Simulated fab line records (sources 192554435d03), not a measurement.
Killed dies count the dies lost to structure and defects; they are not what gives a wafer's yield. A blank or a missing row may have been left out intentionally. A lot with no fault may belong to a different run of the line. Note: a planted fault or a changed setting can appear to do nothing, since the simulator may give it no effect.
Split-lot experiment	flow n5_finfet	route with 1938 steps; 7 lots, 21 wafers read

## ABOUT THE SPLIT
At N5_BEOL_M0_SAQP_COAT_08 (resist thk 90 nm), the setting spin_rpm was moved away from the recipe's 1500 rpm on 8 of the 21 wafers read, by +6.5% to +9.6%. The other wafers ran this setting at the recipe's value.

## FROM THE SPLIT TO THE READING: what the file shows between them, 4 steps
- N5_BEOL_M0_SAQP_EBR_10
- N5_BEOL_M0_SAQP_SOFTBAKE_09: time 60 s
- N5_BEOL_M0_SAQP_EXPOSE_11: exposes mask M0 CORE, target cd 42 nm
- N5_BEOL_M0_SAQP_PEB_12: peb time 60 s

## THE READING
CAR-ArF_of_BEOL_M0_SAQP_COAT_08.thk_nm (the simulator's own value, which no gauge read), in nm, at N5_BEOL_M0_SAQP_DEVELOP_13 (develop time 30 s). The file does not state a usual value for it. Here, 13 wafers ran the recipe; their average is 88.3 nm with a standard deviation of 0.29 nm.

wafer	tool, chamber at the split	spin_rpm as run, rpm	against the recipe	CAR-ArF_of_BEOL_M0_SAQP_COAT_08.thk_nm, nm	against lot-mates on the recipe
L075.2	litho_track-04, 0	1500	recipe	88.6	-
L075.3	litho_track-04, 0	1614	+7.6%	85.2	-3.5
L075.4	litho_track-04, 0	1500	recipe	88.8	-
L077.3	litho_track-03, 0	1500	recipe	88.4	-
L077.4	litho_track-03, 0	1500	recipe	88.4	-
L077.6	litho_track-03, 0	1500	recipe	88.4	-
L080.3	litho_track-04, 0	1618	+7.9%	85	-3.4
L080.4	litho_track-04, 0	1618	+7.9%	84.8	-3.6
L080.6	litho_track-04, 0	1500	recipe	88.4	-
L084.1	litho_track-03, 0	1500	recipe	88.4	-
L084.3	litho_track-03, 0	1500	recipe	88.6	-
L084.5	litho_track-03, 0	1644	+9.6%	84.2	-4.3
L092.1	litho_track-03, 0	1500	recipe	88.4	-
L092.3	litho_track-03, 0	1614	+7.6%	85	-3.4
L092.6	litho_track-03, 0	1614	+7.6%	85	-3.4
L095.1	litho_track-01, 0	1500	recipe	87.6	-
L095.3	litho_track-01, 0	1500	recipe	88.2	-
L095.6	litho_track-01, 0	1500	recipe	88	-
L096.2	litho_track-01, 0	1598	+6.5%	85.2	-3.0
L096.4	litho_track-01, 0	1598	+6.5%	85.2	-3.0
L096.3	litho_track-01, 0	1500	recipe	88.2	-

THE FIT
A straight line over all 21 wafers: CAR-ArF_of_BEOL_M0_SAQP_COAT_08.thk_nm changes by -0.44 nm for each +1% of spin_rpm; r = -0.99; the points scatter about the line by 0.26 nm.
The same after taking each lot's own level away (the mean of its wafers on the recipe; 21 wafers): -0.45 nm for each +1%; r = -1.00; scatter 0.12 nm.
Per that fit: largest spin_rpm move, reading shift of 4.3 nm.
Measured against the standard deviation above, the lots' own levels, which go from 87.93 to 88.70 nm, span 2.7 times it.
Consequently the slope shifts little with the lot-to-lot level, the two slopes agreeing.
Check: with one of the wafers moved furthest among these (+9.6%) left out of the fit, the line predicts -4.33 nm for it against its lot-mates. Against them it came out at -4.3 nm.

## THE WHOLE CHAIN: every reading that the file lists as answering this split, in the file's order
step	what it does	reading	change (the file's fit)	r (the file's)
N5_BEOL_M0_SAQP_COAT_08	resist thk 90 nm	CAR-ArF_of_BEOL_M0_SAQP_COAT_08.thk_nm (the simulator's own value, which no gauge read)	-0.436 nm for each +1% of the setting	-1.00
N5_BEOL_M0_SAQP_DEVELOP_13	develop time 30 s	CAR-ArF_of_BEOL_M0_SAQP_COAT_08.thk_nm (the simulator's own value, which no gauge read)	-0.451 nm for each +1% of the setting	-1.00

## FILE'S OWN FIT
CAR-ArF_of_BEOL_M0_SAQP_COAT_08.thk_nm changes by -0.451 nm for each +1% of spin_rpm, r = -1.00.
